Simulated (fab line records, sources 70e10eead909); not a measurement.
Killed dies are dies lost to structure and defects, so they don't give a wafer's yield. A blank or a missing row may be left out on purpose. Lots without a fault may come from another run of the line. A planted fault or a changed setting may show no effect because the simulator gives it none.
fab line records | flow nand_harc
record lots=6 wafers=18 last_day=33
route steps=1302 shown A_ONON_D1@428
lots that met no fault: from a run of the same line without faults
start_h: hours from the record's first day to the start of the lot's first wafer shown | wait_h: hours since the lot's step before | " the same as in the row above | L1.1+2: a row that stands for several wafers | - no value, or no start given | * or withheld: withheld | < > ~ a bound
route shown NAME@n: a module of which the file shows steps, and the number in the route of the first | usual: mean/standard deviation of fault-free wafers | same: alike in all rows | chamber/n: place in a boat | sites: the reading at each site | _std_site: their standard deviation | _edge_site: outer sites' mean less inner sites' | radius_mm: how far each site lies from the wafer's centre | mask NAME#n: copy n | behind: the tool/chamber that last shaped the wafer | hold: why the lot was held/for how many hours/how that ended | device: the transistor (n, p or np) that didn't switch | end of line: the same wafers' tests at the end of the route | a step without rows: its recipe alone | killed: dies lost to structure and defects at the first sort, not the wafer's yield | map: a wafer's dies, x killed, . not, _ none there
set.NAME: the setting as run; set.NAME@STEP: as run at that earlier step | model.NAME: the simulator's own value behind a step, which no gauge read
lots at some steps of the route; a table a step, a row a wafer
services: from which hour (start_h, from the record's first day; less than 0 if before it) a tool's chamber was out of use, for how many hours, and why
## steps
# step NHARC_A_ONON_D1_DEP_06
# recipe target_thk_a=10000 n2_flow_sccm=2750 n2o_flow_sccm=2000 nh3_flow_sccm=500 sih4_flow_sccm=210 temp_c=400
# step NHARC_A_ONON_D1_THK_MEAS_08
# recipe thk_meas_gauge=ellipsometry
# usual thk_nm=1004/13
# columns lot.wafer tool chamber start_h wait_h thk_nm
L490.2 film_metro-02 - 188.85 - 1019
L490.3 " - " " 1018
L490.6 " - " " 1018
L503.3 film_metro-01 - 311.78 - 1011
L503.4 " - " " 1013
L503.5 " - " " 1012
L502.2 film_metro-01 - 311.78 - 997
L502.3 " - " " 999
L502.6 " - " " 997
L504.2 film_metro-01 - 322.35 - 992
L504.3 " - " " 992
L504.5 " - " " 991
L509.1 film_metro-01 - 376.26 - 1000
L509.3 " - " " 1003
L509.6 " - " " 1002
L511.1 film_metro-02 - 392.70 - 995
L511.3 " - " " 994
L511.5 " - " " 994
# step NHARC_A_ONON_D1_DEP_09
# recipe target_thk_a=10000 n2_flow_sccm=2750 n2o_flow_sccm=2000 nh3_flow_sccm=500 sih4_flow_sccm=210 temp_c=400
# step NHARC_A_ONON_D1_THK_MEAS_11
# recipe thk_meas_gauge=ellipsometry
# usual thk_nm=1003/13
# columns lot.wafer tool chamber start_h wait_h thk_nm
L490.2 film_metro-02 - 189.41 - 1010
L490.3 " - " " 1011
L490.6 " - " " 1009
L503.3 film_metro-02 - 312.34 - 1001
L503.4 " - " " 1002
L503.5 " - " " 1003
L502.2 film_metro-01 - 312.34 - 986
L502.3 " - " " 984
L502.6 " - " " 986
L504.2 film_metro-02 - 322.92 - 985
L504.3 " - " " 985
L504.5 " - " " 984
L509.1 film_metro-01 - 376.83 - 983
L509.3 " - " " 982
L509.6 " - " " 982
L511.1 film_metro-02 - 393.27 - 1018
L511.3 " - " " 1016
L511.5 " - " " 1016
# step NHARC_A_ONON_D1_DEP_12
# recipe target_thk_a=10000 n2_flow_sccm=2750 n2o_flow_sccm=2000 nh3_flow_sccm=500 sih4_flow_sccm=210 temp_c=400
# step NHARC_A_ONON_D1_THK_MEAS_14
# recipe thk_meas_gauge=ellipsometry
# usual thk_nm=999/12
# columns lot.wafer tool chamber start_h wait_h thk_nm
L490.2 film_metro-02 - 189.97 - 995
L490.3 " - " " 997
L490.6 " - " " 996
L503.3 film_metro-01 - 312.91 - 986
L503.4 " - " " 985
L503.5 " - " " 986
L502.2 film_metro-02 - 313.03 - 1015
L502.3 " - " " 1017
L502.6 " - " " 1018
L504.2 film_metro-02 - 323.48 - 981
L504.3 " - " " 981
L504.5 " - " " 982
L509.1 film_metro-01 - 377.40 - 989
L509.3 " - " " 987
L509.6 " - " " 989
L511.1 film_metro-02 - 393.84 - 1000
L511.3 " - " " 999
L511.5 " - " " 998
# step NHARC_A_ONON_D1_ANNEAL_15
# recipe temp_c=750 time_s=3600
# step NHARC_A_ONON_D1_DEP_16
# recipe target_thk_a=10000 n2_flow_sccm=2750 n2o_flow_sccm=2000 nh3_flow_sccm=500 sih4_flow_sccm=210 temp_c=400
# step NHARC_A_ONON_D1_THK_MEAS_18
# recipe thk_meas_gauge=ellipsometry
# usual thk_nm=1002/9.6
# columns lot.wafer tool chamber start_h wait_h thk_nm
L490.2 film_metro-02 - 197.76 - 997
L490.3 " - " " 999
L490.6 " - " " 997
L502.2 film_metro-02 - 321.43 - 1013
L502.3 " - " " 1012
L502.6 " - " " 1015
L503.3 film_metro-01 - 321.43 - 991
L503.4 " - " " 991
L503.5 " - " " 990
L504.2 film_metro-01 - 331.05 - 1001
L504.3 " - " " 1002
L504.5 " - " " 999
L509.1 film_metro-01 - 385.46 - 990
L509.3 " - " " 992
L509.6 " - " " 992
L511.1 film_metro-01 - 401.86 - 1006
L511.3 " - " " 1007
L511.5 " - " " 1004
# step NHARC_A_ONON_D1_DEP_19
# recipe target_thk_a=10000 n2_flow_sccm=2750 n2o_flow_sccm=2000 nh3_flow_sccm=500 sih4_flow_sccm=210 temp_c=400
# step NHARC_A_ONON_D1_THK_MEAS_21
# recipe thk_meas_gauge=ellipsometry
# usual thk_nm=1000/11
# columns lot.wafer tool chamber start_h wait_h thk_nm
L490.2 film_metro-01 - 198.33 - 1008
L490.3 " - " " 1008
L490.6 " - " " 1006
L502.2 film_metro-02 - 321.99 - 1013
L502.3 " - " " 1011
L502.6 " - " " 1012
L503.3 film_metro-01 - 322.14 - 1003
L503.4 " - " " 1004
L503.5 " - " " 1003
L504.2 film_metro-02 - 331.64 - 992
L504.3 " - " " 992
L504.5 " - " " 992
L509.1 film_metro-01 - 386.05 - 1001
L509.3 " - " " 1000
L509.6 " - " " 1002
L511.1 film_metro-02 - 402.42 - 979
L511.3 " - " " 978
L511.5 " - " " 979
# step NHARC_A_ONON_D1_DEP_22
# recipe target_thk_a=10000 n2_flow_sccm=2750 n2o_flow_sccm=2000 nh3_flow_sccm=500 sih4_flow_sccm=210 temp_c=400
# usual n2o_flow_sccm=2000/5.5 susceptor_temp_C=399.97/0.22
# columns lot.wafer tool chamber start_h wait_h n2o_flow_sccm susceptor_temp_C
L490.2 pecvd_onon-04 0 198.44 0.1 1997 399.80
L490.3 " 0 " " 2003 400.15
L490.6 " 0 " " 1995 399.79
L502.2 pecvd_onon-01 0 322.11 0.1 2000 400.04
L502.3 " 0 " " 2005 400.28
L502.6 " 0 " " 2004 400.40
L503.3 pecvd_onon-02 0 322.31 0.2 2402 400.04
L503.4 " 0 " " 2408 399.97
L503.5 " 0 " " 2404 400.01
L504.2 pecvd_onon-02 0 331.75 0.1 2405 399.96
L504.3 " 0 " " 2405 400.12
L504.5 " 0 " " 2397 399.78
L509.1 pecvd_onon-04 0 386.10 0.1 1996 400.25
L509.3 " 0 " " 2012 400.10
L509.6 " 0 " " 2008 400.52
L511.1 pecvd_onon-02 0 402.47 0.1 2008 399.67
L511.3 " 0 " " 2004 399.53
L511.5 " 0 " " 1999 399.76
# step NHARC_A_ONON_D1_THK_MEAS_24
# recipe thk_meas_gauge=ellipsometry
# usual thk_nm=1000/9.3
# columns lot.wafer tool chamber start_h wait_h thk_nm
L490.2 film_metro-01 - 198.89 - 997
L490.3 " - " " 995
L490.6 " - " " 997
L502.2 film_metro-02 - 322.55 - 1019
L502.3 " - " " 1020
L502.6 " - " " 1020
L503.3 film_metro-01 - 322.71 - 1019
L503.4 " - " " 1020
L503.5 " - " " 1019
L504.2 film_metro-01 - 332.20 - 980
L504.3 " - " " 980
L504.5 " - " " 980
L509.1 film_metro-01 - 386.61 - 1000
L509.3 " - " " 999
L509.6 " - " " 1000
L511.1 film_metro-01 - 402.99 - 1005
L511.3 " - " " 1005
L511.5 " - " " 1010
## services
# columns tool chamber start_h hours kind
pecvd_onon-02 - 185.38 13.0 pm
pecvd_onon-01 - 269.40 13.0 pm
pecvd_onon-04 - 311.62 13.0 pm
pecvd_onon-02 - 366.38 13.0 pm
## key
first_sign step=NHARC_A_ONON_D1_DEP_22 reading=n2o_flow_sccm direction=up sigmas=73 usual=2000 struck=2403
effect none on later readings
met_at NHARC_A_ONON_D1_DEP_22
struck_wafers L503.3,L503.4,L503.5,L504.2,L504.3,L504.5
tester_left_out L503,L504
fault kind=process_parameter_drift tool=pecvd_onon-02 chamber=- onset_h=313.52 steps=NHARC_A_ONON_D1_DEP_22 channel=n2o_flow_sccm offset=400 shape=step end_h=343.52 acts_in=these_recipes_only stated=2000
# tester_left_out: of these lots the tester's yield and bins aren't shown, on N5 and GAA mostly nor the transistor test; their killed dies are dies lost to structure and defects alone, not to doping, threshold or leakage, so they don't give the yield
